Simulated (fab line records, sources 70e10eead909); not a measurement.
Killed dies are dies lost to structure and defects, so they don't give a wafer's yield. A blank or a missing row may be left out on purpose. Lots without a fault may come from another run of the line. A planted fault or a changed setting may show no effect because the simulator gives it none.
Which tool did it? | flow nand_harc | 11 lots, 33 wafers sampled, at 5 steps of a route of 1159

WHAT THE GAUGES READ, wafer by wafer
NHARC_A_CONTACT_CD_MEAS_15.
lot  | measured     | on        | cd_nm (nm)
L570 | day 17 15:43 | cd_sem-01 | 90.4 90.2 89.9
L577 | day 19 23:56 | cd_sem-03 | 90.2 89.9 89.5
L581 | day 20 03:10 | cd_sem-02 | 89.7 89.7 89.6
L579 | day 20 05:45 | cd_sem-03 | 89.6 89.8 89.6
L583 | day 20 13:52 | cd_sem-03 | 89.7 89.1 89.7
L582 | day 20 16:22 | cd_sem-02 | 90.2 90.2 90.0
L584 | day 21 04:26 | cd_sem-02 | 89.6 89.4 89.3
L590 | day 22 04:37 | cd_sem-03 | 90.1 90.7 90.6
L588 | day 22 11:52 | cd_sem-02 | 89.9 89.7 90.0
L587 | day 22 12:20 | cd_sem-01 | 90.0 89.3 89.3
L589 | day 22 15:40 | cd_sem-01 | 89.4 89.4 89.0

NHARC_END_SORT_01.
lot  | measured     | on        | killed_at_array | killed_at_other | killed_at_periphery | killed_dies | killed_open | killed_short
L577 | day 22 01:08 | prober-01 | 675 676 675     | 1 0 0           | 1 1 2               | 677 677 677 | 3 2 1       | 2 3 0
L579 | day 22 13:28 | prober-02 | 670 668 671     | 0 1 1           | 7 8 5               | 677 677 677 | 4 8 4       | 2 1 1

WHICH TOOL RAN EACH LOT (tool, then ch and the chambers of the sampled wafers, then the start)
lot  | NHARC_A_CONTACT_ETCH_98            | NHARC_A_CONTACT_ETCH_110           | NHARC_A_CONTACT_STRIP_26
L570 | rie_diel-07 ch 0,1, day 17 15:38   | rie_diel-09 ch 1,2,3, day 17 16:01 | rie_diel-09 ch 0,1, no start
L577 | rie_diel-07 ch 0,1, day 19 23:50   | rie_diel-07 ch 0,1,3, day 20 00:14 | rie_diel-07 ch 0,2,3, day 22 01:08 or earlier
L581 | rie_diel-07 ch 1,3, day 20 03:05   | rie_diel-09 ch 0,1,3, day 20 03:41 | rie_diel-09 ch 0,1,2, no start
L579 | rie_diel-08 ch 0,1,2, day 20 05:40 | rie_diel-07 ch 0,1,2, day 20 06:03 | rie_diel-07 ch 1,2,3, day 22 13:28 or earlier
L583 | rie_diel-08 ch 0,1,2, day 20 13:47 | rie_diel-07 ch 0,2,3, day 20 14:12 | rie_diel-07 ch 0,1,2, no start
L582 | rie_diel-07 ch 1,2, day 20 16:16   | rie_diel-08 ch 0,2,3, day 20 16:39 | rie_diel-08 ch 0,1,2, no start
L584 | rie_diel-09 ch 0,2,3, day 21 04:22 | rie_diel-09 ch 0,3, day 21 04:45   | rie_diel-09 ch 0,1, no start
L590 | rie_diel-09 ch 0,1,2, day 22 04:32 | rie_diel-09 ch 1,3, day 22 05:17   | rie_diel-09 ch 0,1,3, no start
L588 | rie_diel-09 ch 0,1, day 22 11:47   | rie_diel-07 ch 0,2, day 22 12:16   | rie_diel-07 ch 1,2, no start
L587 | rie_diel-07 ch 2,3, day 22 12:15   | rie_diel-09 ch 0,1, day 22 13:08   | rie_diel-09 ch 0,1,3, no start
L589 | rie_diel-08 ch 0,2,3, day 22 15:35 | rie_diel-09 ch 0,3, day 22 15:59   | rie_diel-09 ch 0,1, no start
- NHARC_A_CONTACT_ETCH_98: etches the open film in C4F6/O2, target depth 20 nm, time 10 s.
- NHARC_A_CONTACT_ETCH_110: etches the open film in CF4/O2, target depth 50 nm, overetch 5 nm, time 27.5 s.
- NHARC_A_CONTACT_STRIP_26: strips in O2.

WHAT THE TOOLS THEMSELVES READ (means of the sampled wafers that have a number; where no wafer has one, the mark that the record gives instead)
NHARC_A_CONTACT_ETCH_98.
lot  | tool        | bias_w (W) | c4f6_flow_sccm (sccm) | drypump_motor_current_A (A) | oes_product_au (a.u.) | rf_fwd_power_W (W) | rf_vpp_V (V) | showerhead_plenum_p_Torr (Torr) | throttle_valve_pct (%)
L570 | rie_diel-07 | 500.4      | 24.90                 | 4.8                         | 0.994                 | 589                | 550          | 4.03                            | 26.900
L577 | rie_diel-07 | -          | -                     | -                           | -                     | -                  | -            | -                               | -
L581 | rie_diel-07 | 500.9      | 25.03                 | 5.5                         | 1.005                 | 585                | 544          | 3.76                            | 26.901
L579 | rie_diel-08 | -          | -                     | -                           | -                     | -                  | -            | -                               | -
L583 | rie_diel-08 | 499.2      | 25.01                 | 6.3                         | 0.954                 | 586                | 546          | 3.88                            | 26.902
L582 | rie_diel-07 | 500.3      | 25.05                 | 5.0                         | 0.943                 | 588                | 547          | 3.92                            | 26.912
L584 | rie_diel-09 | 500.5      | 25.05                 | 5.9                         | 0.939                 | 591                | 548          | 3.97                            | 26.903
L590 | rie_diel-09 | 498.8      | 24.89                 | 5.8                         | 0.951                 | 588                | 547          | 3.95                            | 26.899
L588 | rie_diel-09 | 498.7      | 24.94                 | 5.7                         | 0.962                 | 590                | 548          | 3.94                            | 26.906
L587 | rie_diel-07 | 501.0      | 25.00                 | 5.3                         | 0.967                 | 585                | 545          | 3.82                            | 26.898
L589 | rie_diel-08 | 500.0      | 25.02                 | 6.2                         | 0.957                 | 584                | 549          | 4.07                            | 26.913

NHARC_A_CONTACT_ETCH_110.
lot  | tool        | bias_w (W) | cf4_flow_sccm (sccm) | drypump_motor_current_A (A) | oes_ar_750_au (a.u.) | oes_product_au (a.u.) | rf_fwd_power_W (W) | rf_vpp_V (V) | showerhead_plenum_p_Torr (Torr) | throttle_valve_pct (%)
L570 | rie_diel-09 | 100.0      | 79.91                | 6.1                         | 0.996                | 1.004                 | 293.2              | 197.3        | 1.33                            | 13.405
L577 | rie_diel-07 | 100.1      | 79.92                | 5.1                         | 1.000                | 1.001                 | 294.5              | 198.1        | 1.34                            | 13.397
L581 | rie_diel-09 | 100.2      | 80.21                | 5.9                         | 1.001                | 0.994                 | 295.3              | 197.9        | 1.32                            | 13.402
L579 | rie_diel-07 | 99.9       | 79.86                | 4.9                         | 1.001                | 1.001                 | 295.2              | 198.0        | 1.37                            | 13.392
L583 | rie_diel-07 | 100.2      | 80.22                | 5.2                         | 1.002                | 1.003                 | 294.0              | 198.4        | 1.33                            | 13.406
L582 | rie_diel-08 | 99.9       | 80.05                | 6.2                         | 0.994                | 1.003                 | 294.9              | 198.0        | 1.32                            | 13.400
L584 | rie_diel-09 | 100.0      | 80.13                | 5.7                         | 1.001                | 0.995                 | 297.7              | 197.9        | 1.35                            | 13.403
L590 | rie_diel-09 | 100.3      | 80.00                | 6.1                         | 1.002                | 1.001                 | 295.0              | 196.9        | 1.29                            | 13.401
L588 | rie_diel-07 | 99.9       | 80.22                | 4.8                         | 0.999                | 1.009                 | 295.0              | 199.6        | 1.39                            | 13.407
L587 | rie_diel-09 | 99.7       | 80.23                | 5.8                         | 0.997                | 0.997                 | 294.1              | 197.6        | 1.31                            | 13.399
L589 | rie_diel-09 | 100.2      | 80.18                | 5.7                         | 0.998                | 1.001                 | 297.7              | 198.2        | 1.35                            | 13.391

NHARC_A_CONTACT_STRIP_26.
lot  | tool        | drypump_motor_current_A (A) | oes_product_au (a.u.) | rf_vpp_V (V) | showerhead_plenum_p_Torr (Torr) | throttle_valve_pct (%)
L570 | rie_diel-09 | 5.8                         | 1.001                 | 58.0         | 3.48                            | 17.040
L577 | rie_diel-07 | 5.2                         | 0.995                 | 57.0         | 3.52                            | 17.043
L581 | rie_diel-09 | 5.9                         | 0.995                 | 58.1         | 3.56                            | 17.046
L579 | rie_diel-07 | 5.2                         | 1.001                 | 57.4         | 3.45                            | 17.030
L583 | rie_diel-07 | 4.8                         | 1.002                 | 57.9         | 3.61                            | 17.033
L582 | rie_diel-08 | 6.3                         | 1.003                 | 57.8         | 3.49                            | 17.024
L584 | rie_diel-09 | 5.7                         | 0.984                 | 57.7         | 3.55                            | 17.036
L590 | rie_diel-09 | 5.9                         | 1.000                 | 58.0         | 3.49                            | 17.031
L588 | rie_diel-07 | 4.9                         | 0.998                 | 57.2         | 3.52                            | 17.041
L587 | rie_diel-09 | 5.9                         | 1.004                 | 56.9         | 3.49                            | 17.025
L589 | rie_diel-09 | 5.8                         | 0.999                 | 57.0         | 3.47                            | 17.036

THE ANSWER, worked out from the rows above alone
Rule: what is usual is taken from the lots themselves. Put in order of their means at a reading, lots are off if they are a third of the lots or fewer, leave a main group of 4 or more, and stand apart from it by a gap of 3 or more times the standard deviation of the main group's means; of several such gaps the widest counts. A main group whose means are all the same, to the digits that the tables above print for the reading, isn't used. A lot without any number at a reading at which 4 lots or more have one is off too. The other lots that the step has rows for count as sound. The gauges are gone through in route order, then the tools' own readings, and for those a lot's mean is taken as printed above. The first step at which some lot is off is used, and at that step the reading that is off furthest; a lot without a number counts as furthest.
Off: L577, L579, at NHARC_A_CONTACT_ETCH_98 (bias_w). Without a number there: L577, L579. The main group: mean 500.0 W, standard deviation 0.82.
A tool fits if, at that step or a process step before it, it ran every lot that is off, and no sound lot after the first of them. None of those tried fits.

WHAT THE SIMULATOR HAD PUT IN
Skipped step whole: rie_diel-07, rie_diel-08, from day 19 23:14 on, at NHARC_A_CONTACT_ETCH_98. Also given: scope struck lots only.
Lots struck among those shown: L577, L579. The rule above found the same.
